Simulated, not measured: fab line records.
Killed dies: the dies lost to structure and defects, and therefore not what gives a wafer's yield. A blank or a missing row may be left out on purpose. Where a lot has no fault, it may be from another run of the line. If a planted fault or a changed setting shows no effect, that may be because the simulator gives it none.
Which tool did it? + flow n5Finfet + 8 lots, 24 wafers sampled, at 5 steps of a route of 1938

WHAT EACH GAUGE READ, for each wafer
N5_BEOL_M4_RC_MEAS_101. Usual: DIBL_N 36.2 mV/V, standard deviation 1.6; DIBL_P 36.1 mV/V, standard deviation 2; IOFF_N 0.16 nA/um, standard deviation 0.032; IOFF_P 0.22 nA/um, standard deviation 0.036; ION_N 672 uA/um, standard deviation 11; ION_P 463 uA/um, standard deviation 7.5; SS_N 71.4 mV/dec, standard deviation 0.58; SS_P 73.2 mV/dec, standard deviation 0.67; VT_N 250 mV, standard deviation 3.3; VT_P -250 mV, standard deviation 3.3.
| lot  | measured     | on        | DIBL_N (mV/V)  | DIBL_P (mV/V)  | IOFF_N (nA/um) | IOFF_P (nA/um) | ION_N (uA/um) | ION_P (uA/um) | SS_N (mV/dec)  | SS_P (mV/dec)  | VT_N (mV)   | VT_P (mV)      | flag |
|------|--------------|-----------|----------------|----------------|----------------|----------------|---------------|---------------|----------------|----------------|-------------|----------------|------|
| L810 | day 8 11:39  | prober-02 | 35.8 35.9 38.0 | 36.9 35.7 39.7 | 0.15 0.15 0.19 | 0.22 0.19 0.27 | 678 664 675   | 470 457 469   | 71.6 71.4 72.2 | 73.6 72.8 74.3 | 248 249 249 | -250 -252 -249 |      |
| L811 | day 8 13:38  | prober-02 | 36.3 37.3 37.1 | 35.6 37.0 36.1 | 0.16 0.18 0.16 | 0.23 0.25 0.22 | 683 680 680   | 474 465 472   | 71.8 71.7 71.6 | 73.3 73.5 73.8 | 247 247 248 | -250 -246 -250 |      |
| L813 | day 9 08:32  | prober-01 | 37.3 36.5 34.3 | 36.4 34.5 33.2 | 0.17 0.17 0.13 | 0.23 0.20 0.18 | 673 678 668   | 467 459 457   | 71.5 71.8 70.1 | 73.2 72.7 72.1 | 250 247 249 | -247 -249 -250 |      |
| L815 | day 9 21:27  | prober-02 | 34.3 33.2 35.8 | 33.8 33.0 37.2 | 0.13 0.12 0.16 | 0.17 0.15 0.22 | 659 648 670   | 452 440 458   | 71.4 70.8 71.2 | 72.2 72.7 73.9 | 255 257 249 | -256 -258 -252 |      |
| L816 | day 10 04:14 | prober-01 | 37.7 35.6 35.2 | 38.2 36.0 35.4 | 0.22 0.17 0.16 | 0.30 0.24 0.24 | 675 685 667   | 464 471 466   | 71.6 71.0 70.4 | 74.1 73.0 73.9 | 245 245 250 | -245 -248 -245 |      |
| L827 | day 14 05:20 | prober-02 | 35.7 35.1 36.1 | 34.4 34.1 35.5 | 0.15 0.15 0.16 | 0.18 0.17 0.19 | 675 665 679   | 458 449 455   | 71.3 71.9 71.9 | 73.4 73.3 73.0 | 250 252 249 | -255 -251 -251 |      |
| L829 | day 13 06:59 | prober-02 | 33.0 38.4 35.4 | 30.8 38.8 34.2 | 0.11 0.20 0.13 | 0.15 0.27 0.19 | 649 676 670   | 449 463 463   | 71.1 71.9 71.2 | 72.6 74.0 72.6 | 257 248 251 | -254 -244 -249 |      |
| L830 | day 14 11:01 | prober-02 | 33.9 35.4 34.7 | 34.4 37.0 36.1 | 0.12 0.14 0.13 | 0.17 0.20 0.19 | 661 679 669   | 464 466 466   | 70.6 70.3 70.5 | 71.7 72.9 72.2 | 254 253 254 | -253 -249 -252 |      |

WHAT TOOL EACH LOT RAN ON (gives the tool, then ch and the chambers of the sampled wafers, and finally the start)
| lot  | N5_GATE_CUT_STRIP_59              | N5_GATE_CUT_PECVD_57            | N5_GATE_CUT_ETCH_36               | N5_GATE_CUT_ETCH_19               |
|------|-----------------------------------|---------------------------------|-----------------------------------|-----------------------------------|
| L810 | rieDiel-05 ch 0,2,3, day 4 21:26  | pecvd-02 ch 1,2, day 5 00:05    | rieDiel-05 ch 1,2,3, day 5 01:08  | rieDiel-05 ch 1,2,3, day 5 01:22  |
| L811 | rieDiel-04 ch 1,2,3, day 5 02:14  | pecvd-02 ch 1,2, day 5 04:51    | rieDiel-03 ch 0,1,3, day 5 05:46  | rieDiel-03 ch 0,1,3, day 5 06:00  |
| L813 | rieDiel-04 ch 1,2,3, day 5 14:10  | pecvd-01 ch 0,1,2, day 5 16:34  | rieDiel-05 ch 1,2,3, day 5 17:29  | rieDiel-05 ch 1,2,3, day 5 17:43  |
| L815 | rieDiel-05 ch 0,1,3, day 6 05:18  | pecvd-03 ch 0,1, day 6 07:43    | rieDiel-05 ch 0,3, day 6 08:45    | rieDiel-05 ch 0,3, day 6 08:59    |
| L816 | rieDiel-05 ch 0,2,3, day 6 10:17  | pecvd-02 ch 0,2, day 6 12:41    | rieDiel-05 ch 2,3, day 6 14:14    | rieDiel-05 ch 2,3, day 6 14:28    |
| L827 | rieDiel-03 ch 0,1,3, day 9 06:51  | pecvd-03 ch 0,1,2, day 9 09:16  | rieDiel-05 ch 0,2,3, day 9 10:14  | rieDiel-05 ch 0,2,3, day 9 10:28  |
| L829 | rieDiel-04 ch 1,2,3, day 9 17:20  | pecvd-03 ch 1,2, day 9 20:17    | rieDiel-05 ch 0,1,2, day 9 21:31  | rieDiel-05 ch 0,1,2, day 9 21:45  |
| L830 | rieDiel-04 ch 0,1,3, day 10 00:01 | pecvd-02 ch 0,1,2, day 10 02:34 | rieDiel-05 ch 0,2,3, day 10 04:07 | rieDiel-05 ch 0,2,3, day 10 04:22 |
- N5_GATE_CUT_STRIP_59: strips in N2/H2, time 20 s.
- N5_GATE_CUT_PECVD_57: deposits SiNx from SiH4/NH3/N2, target thk 21 nm.
- N5_GATE_CUT_ETCH_36: etches SiARC in CF4, target depth 13 nm, time 21.7 s.
- N5_GATE_CUT_ETCH_19: etches SiNx in CH3F/O2, target depth 53.7 nm, time 76.7 s.

WHAT THE TOOLS THEMSELVES READ (means of the sampled wafers that have a number; where no wafer has one, the mark that the record gives instead)
N5_GATE_CUT_STRIP_59. Usual: drypumpMotorCurrentA 5.6 A, standard deviation 0.44; oesProductAu 0.74 a.u., standard deviation 0.042; rfVppV 45.2 V, standard deviation 0.89; showerheadPlenumPTorr 3.37 Torr, standard deviation 0.074; throttleValvePct 12.33 %, standard deviation 0.12.
| lot  | tool       | drypumpMotorCurrentA (A) | oesProductAu (a.u.) | rfVppV (V) | showerheadPlenumPTorr (Torr) | throttleValvePct (%) | flag |
|------|------------|--------------------------|---------------------|------------|------------------------------|----------------------|------|
| L810 | rieDiel-05 | 5.7                      | 0.76                | 46.6       | 3.42                         | 12.27                |      |
| L811 | rieDiel-04 | 5.7                      | 0.73                | 44.7       | 3.31                         | 12.36                |      |
| L813 | rieDiel-04 | 5.7                      | 0.74                | 45.0       | 3.30                         | 12.36                |      |
| L815 | rieDiel-05 | 5.8                      | 0.73                | 46.1       | 3.42                         | 12.37                |      |
| L816 | rieDiel-05 | 5.6                      | 0.75                | 45.5       | 3.41                         | 12.29                |      |
| L827 | rieDiel-03 | 5.4                      | 0.79                | 44.9       | 3.38                         | 12.25                |      |
| L829 | rieDiel-04 | 5.7                      | 0.72                | 45.2       | 3.29                         | 12.41                |      |
| L830 | rieDiel-04 | 5.6                      | 0.73                | 45.1       | 3.35                         | 12.42                |      |

N5_GATE_CUT_PECVD_57. Usual: chamberPressureTorr 1.500 Torr, standard deviation 0.0034; heaterPowerOuterW 455 W, standard deviation 51; heaterPowerW 781 W, standard deviation 60; showerheadPlenumPTorr 5.18 Torr, standard deviation 0.064; throttleValvePct 40.6 %, standard deviation 2.
| lot  | tool     | chamberPressureTorr (Torr) | heaterPowerOuterW (W) | heaterPowerW (W) | showerheadPlenumPTorr (Torr) | throttleValvePct (%) | flag |
|------|----------|----------------------------|-----------------------|------------------|------------------------------|----------------------|------|
| L810 | pecvd-02 | 1.502                      | 490                   | 794              | 5.21                         | 40.2                 |      |
| L811 | pecvd-02 | 1.503                      | 507                   | 830              | 5.21                         | 40.3                 |      |
| L813 | pecvd-01 | 1.500                      | 467                   | 813              | 5.18                         | 39.4                 |      |
| L815 | pecvd-03 | 1.498                      | 439                   | 778              | 5.21                         | 40.1                 |      |
| L816 | pecvd-02 | 1.500                      | 446                   | 784              | 5.17                         | 41.5                 |      |
| L827 | pecvd-03 | 1.501                      | 447                   | 779              | 5.20                         | 39.8                 |      |
| L829 | pecvd-03 | 1.498                      | 412                   | 724              | 5.22                         | 41.2                 |      |
| L830 | pecvd-02 | 1.497                      | 493                   | 817              | 5.17                         | 41.6                 |      |

N5_GATE_CUT_ETCH_36. Usual: biasW 36.00 W, standard deviation 0.12; cf4FlowSccm 99.97 sccm, standard deviation 0.28; drypumpMotorCurrentA 5.6 A, standard deviation 0.43; etchRfOnTimeS 21.9 s, standard deviation 0.59; oesProductAu 0.63 a.u., standard deviation 0.049; rfVppV 184.1 V, standard deviation 1; showerheadPlenumPTorr 2.14 Torr, standard deviation 0.048; throttleValvePct 15.69 %, standard deviation 0.14.
| lot  | tool       | biasW (W) | cf4FlowSccm (sccm) | drypumpMotorCurrentA (A) | etchRfOnTimeS (s) | oesProductAu (a.u.) | rfVppV (V) | showerheadPlenumPTorr (Torr) | throttleValvePct (%) | flag |
|------|------------|-----------|--------------------|--------------------------|-------------------|---------------------|------------|------------------------------|----------------------|------|
| L810 | rieDiel-05 | 36.04     | 99.72              | 5.5                      | 22.2              | 0.64                | 184.9      | 2.14                         | 15.59                |      |
| L811 | rieDiel-03 | 35.96     | 99.86              | 5.4                      | 21.4              | 0.71                | 183.8      | 2.16                         | 15.66                |      |
| L813 | rieDiel-05 | 36.00     | 99.81              | 5.6                      | 22.3              | 0.64                | 184.0      | 2.13                         | 15.60                |      |
| L815 | rieDiel-05 | 35.98     | 100.03             | 5.8                      | 23.2              | 0.63                | 184.1      | 2.19                         | 15.72                |      |
| L816 | rieDiel-05 | 35.89     | 100.04             | 5.4                      | 23.6              | 0.62                | 183.8      | 2.13                         | 15.55                |      |
| L827 | rieDiel-05 | 35.98     | 100.05             | 5.6                      | 22.1              | 0.62                | 184.2      | 2.16                         | 15.68                |      |
| L829 | rieDiel-05 | 36.07     | 100.04             | 5.5                      | 22.2              | 0.60                | 185.6      | 2.15                         | 15.68                |      |
| L830 | rieDiel-05 | 36.13     | 99.84              | 5.6                      | 21.9              | 0.62                | 184.2      | 2.15                         | 15.68                |      |

N5_GATE_CUT_ETCH_19. Usual: CH3F_flow_sccm 30.00 sccm, standard deviation 0.091; O2_flow_sccm 20.00 sccm, standard deviation 0.065; biasW 73.02 W, standard deviation 0.24; drypumpMotorCurrentA 5.6 A, standard deviation 0.42; etchRfOnTimeS 77.3 s, standard deviation 1.9; oesProductAu 0.63 a.u., standard deviation 0.049; rfVppV 297 V, standard deviation 5.9; showerheadPlenumPTorr 2.00 Torr, standard deviation 0.046; throttleValvePct 16.42 %, standard deviation 0.13.
| lot  | tool       | CH3F_flow_sccm (sccm) | O2_flow_sccm (sccm) | biasW (W) | drypumpMotorCurrentA (A) | etchRfOnTimeS (s) | oesProductAu (a.u.) | rfVppV (V) | showerheadPlenumPTorr (Torr) | throttleValvePct (%) | flag |
|------|------------|-----------------------|---------------------|-----------|--------------------------|-------------------|---------------------|------------|------------------------------|----------------------|------|
| L810 | rieDiel-05 | 29.91                 | 20.03               | 73.26     | 5.6                      | 78.8              | 0.64                | 295        | 2.00                         | 16.33                |      |
| L811 | rieDiel-03 | 29.93                 | 20.00               | 73.03     | 5.4                      | 75.9              | 0.70                | 302        | 2.02                         | 16.41                |      |
| L813 | rieDiel-05 | 30.10                 | 19.99               | 72.93     | 5.5                      | 78.3              | 0.63                | 295        | 1.99                         | 16.33                |      |
| L815 | rieDiel-05 | 30.13                 | 19.99               | 73.34     | 5.8                      | 77.0              | 0.64                | 302        | 2.04                         | 16.42                |      |
| L816 | rieDiel-05 | 30.02                 | 20.00               | 72.97     | 5.4                      | 77.4              | 0.63                | 294        | 2.00                         | 16.31                |      |
| L827 | rieDiel-05 | 29.94                 | 20.05               | 73.08     | 5.6                      | 78.0              | 0.62                | 297        | 2.01                         | 16.41                |      |
| L829 | rieDiel-05 | 30.06                 | 19.97               | 73.15     | 5.6                      | 78.4              | 0.61                | 295        | 2.01                         | 16.43                |      |
| L830 | rieDiel-05 | 29.93                 | 20.00               | 73.14     | 5.6                      | 77.6              | 0.62                | 298        | 2.01                         | 16.41                |      |

THE ANSWER, worked out from the rows above alone
Rule: lot off if the mean of its wafers having a number is beyond 3 standard deviations from the usual mean. A lot without any number at a reading at which 4 lots or more have one is off too. Any other lot the step has rows for is counted as sound. After the gauges, taken in route order, come the tools' own readings; for these a lot's mean is taken, as printed above. The first step at which some lot is off is used, and at that step the reading that is off furthest; a lot without a number counts as furthest.
No lot is off on any of the readings shown, so nothing can be concluded from this.

WHAT THE SIMULATOR PUT IN
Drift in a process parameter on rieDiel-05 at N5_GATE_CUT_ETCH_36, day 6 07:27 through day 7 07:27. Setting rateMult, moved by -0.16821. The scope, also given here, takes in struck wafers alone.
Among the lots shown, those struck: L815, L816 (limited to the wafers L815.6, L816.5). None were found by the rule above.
